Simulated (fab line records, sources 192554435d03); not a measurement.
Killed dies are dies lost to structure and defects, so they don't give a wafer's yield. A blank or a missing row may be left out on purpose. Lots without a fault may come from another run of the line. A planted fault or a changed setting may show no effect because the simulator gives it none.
Split-lot experiment | flow n5_finfet | 7 lots, 21 wafers read, on a route of 1938 steps

THE SPLIT
At N5_BEOL_M4_TRENCH_ETCH_37 (etches SiOC in C4F6/O2, target depth 55.555 nm, time 29.2 s), the setting time_s was moved away from the recipe's 29.2 s on 11 of the 21 wafers read, by -18.9% to +16.6%. The other wafers ran this setting at the recipe's value.

FROM THE SPLIT TO THE READING: what the file shows between them, 13 steps
- N5_BEOL_M4_ETCH_41: etches SiCN in CH3F/O2, target depth 29.9 nm, time 52.5 s
- N5_BEOL_M4_STRIP_97: strips in N2/H2, time 10 s
- N5_BEOL_M4_OCD_MEAS_38
- N5_BEOL_M4_HM_STRIP_39: strips TiN in peroxide tin strip, target depth 25 nm, time 158 s
- N5_BEOL_M4_SRD_40: time 30 s
- N5_BEOL_M4_ECD_50: material Cu, target thk 300 nm
- N5_BEOL_M4_ANNEAL_51: time 90 s
- N5_BEOL_M4_CMP_52: polishes, stops on SiOC, t overpolish 6.8 s, target thk 40 nm
- N5_BEOL_M4_THK_MEAS_53: measures by xrf
- N5_BEOL_M4_PRE_CLEAN_60: time 15 s
- N5_BEOL_M4_CO_CAP_55: material Co, precursor CCTBA/H2, target thk 2 nm, time 102.1 s
- N5_BEOL_M4_PRE_CLEAN_56: time 15 s
- N5_BEOL_M4_DEP_57: deposits SiCN from 3MS/NH3, target thk 8 nm, time 14 s

THE READING
M4_RS, in ohm/sq, at N5_BEOL_M4_RS_MEAS_58 (measures by four-point-probe). Fault-free wafers of this fab line usually give 0.667 ohm/sq, standard deviation 0.028 ohm/sq.

wafer  | tool, chamber at the split | time_s as run, s | against the recipe | M4_RS, ohm/sq | against lot-mates on the recipe
L079.2 | rie_diel-06, 0             | 23.68            | -18.9%             | 0.958         | +0.335
L079.3 | rie_diel-06, 3             | 23.68            | -18.9%             | 1.031         | +0.408
L079.4 | rie_diel-06, 0             | 29.2             | recipe             | 0.623         | -
L084.2 | rie_diel-04, 2             | 29.2             | recipe             | 0.666         | -
L084.3 | rie_diel-04, 0             | 29.2             | recipe             | 0.659         | -
L084.5 | rie_diel-04, 3             | 29.2             | recipe             | 0.699         | -
L089.3 | rie_diel-05, 2             | 29.2             | recipe             | 0.665         | -
L089.5 | rie_diel-05, 1             | 27.32            | -6.4%              | 0.747         | +0.082
L089.6 | rie_diel-05, 0             | 27.32            | -6.4%              | 0.799         | +0.134
L093.1 | rie_diel-05, 2             | 34.05            | +16.6%             | 0.517         | no lot-mate on the recipe
L093.4 | rie_diel-05, 3             | 34.05            | +16.6%             | 0.489         | no lot-mate on the recipe
L093.6 | rie_diel-05, 3             | 34.05            | +16.6%             | 0.513         | no lot-mate on the recipe
L092.1 | rie_diel-04, 3             | 29.2             | recipe             | 0.683         | -
L092.2 | rie_diel-04, 1             | 26.5             | -9.2%              | 0.829         | +0.146
L092.5 | rie_diel-04, 3             | 26.5             | -9.2%              | 0.827         | +0.144
L096.2 | rie_diel-05, 2             | 29.2             | recipe             | 0.633         | -
L096.3 | rie_diel-05, 0             | 26.16            | -10.4%             | 0.824         | +0.191
L096.5 | rie_diel-05, 2             | 26.16            | -10.4%             | 0.764         | +0.131
L097.1 | rie_diel-04, 1             | 29.2             | recipe             | 0.653         | -
L097.4 | rie_diel-04, 2             | 29.2             | recipe             | 0.699         | -
L097.6 | rie_diel-04, 3             | 29.2             | recipe             | 0.656         | -

THE FIT
A straight line over all 21 wafers: M4_RS changes by -0.0132 ohm/sq for each +1% of time_s; r = -0.96; the points scatter about the line by 0.04 ohm/sq.
The same after taking each lot's own level away (the mean of its wafers on the recipe; 18 wafers): -0.0185 ohm/sq for each +1%; r = -0.98; scatter 0.028 ohm/sq.
On that fit, the largest move of time_s shifts the reading by 0.35 ohm/sq.
The lots' own levels span 0.6230 to 0.6830 ohm/sq, that is 2.1 times the standard deviation above.
So the lot-to-lot level changes the slope: the two fits differ.
Check: with one of the wafers moved furthest among these (-18.9%) left out of the fit, the line predicts +0.349 ohm/sq for it against its lot-mates. It came out at +0.335 ohm/sq against them.

OTHER SPLITS ON THESE WAFERS
These wafers also went through other splits before the reading. Each is held against what the fit with the lots' levels taken away leaves over:
other split on the same wafers | wafers away from the commonest value | r with M4_RS (lot level and that fit taken away)
N5_BEOL_M2_COAT_62 spin_rpm    | 3                                    | -0.16
N5_BEOL_M3_PECVD_72 temp_c     | 8                                    | -0.08
N5_BEOL_M3_COAT_22 spin_rpm    | 8                                    | -0.27
N5_BEOL_M3_EXPOSE_25 dose_mj   | 7                                    | +0.48

THE WHOLE CHAIN: every reading that the file lists as answering this split, in the file's order
step                      | what it does                                                  | reading                                                                      | change (the file's fit)               | r (the file's)
N5_BEOL_M4_TRENCH_ETCH_37 | etches SiOC in C4F6/O2, target depth 55.555 nm, time 29.2 s   | BEOL_M4.feature_depth_nm (the simulator's own value, which no gauge read)    | +0.625 nm for each +1% of the setting | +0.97
N5_BEOL_M4_TRENCH_ETCH_37 | etches SiOC in C4F6/O2, target depth 55.555 nm, time 29.2 s   | etch.depth_nm (the simulator's own value, which no gauge read)               | +0.619 nm for each +1% of the setting | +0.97
N5_BEOL_M4_OCD_MEAS_38    |                                                               | trench_depth_nm                                                              | +0.614 nm for each +1% of the setting | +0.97
N5_BEOL_M4_CMP_52         | polishes, stops on SiOC, t overpolish 6.8 s, target thk 40 nm | Cu_of_BEOL_M4_ECD_50.thk_nm (the simulator's own value, which no gauge read) | +0.657 nm for each +1% of the setting | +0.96
N5_BEOL_M4_THK_MEAS_53    | measures by xrf                                               | M4_THK                                                                       | +0.648 for each +1% of the setting    | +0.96
N5_BEOL_M4_RS_MEAS_58     | measures by four-point-probe                                  | M4_RS                                                                        | -0.0181 for each +1% of the setting   | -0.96

THE FILE'S OWN FIT
M4_RS changes by -0.0181 ohm/sq for each +1% of time_s, r = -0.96.
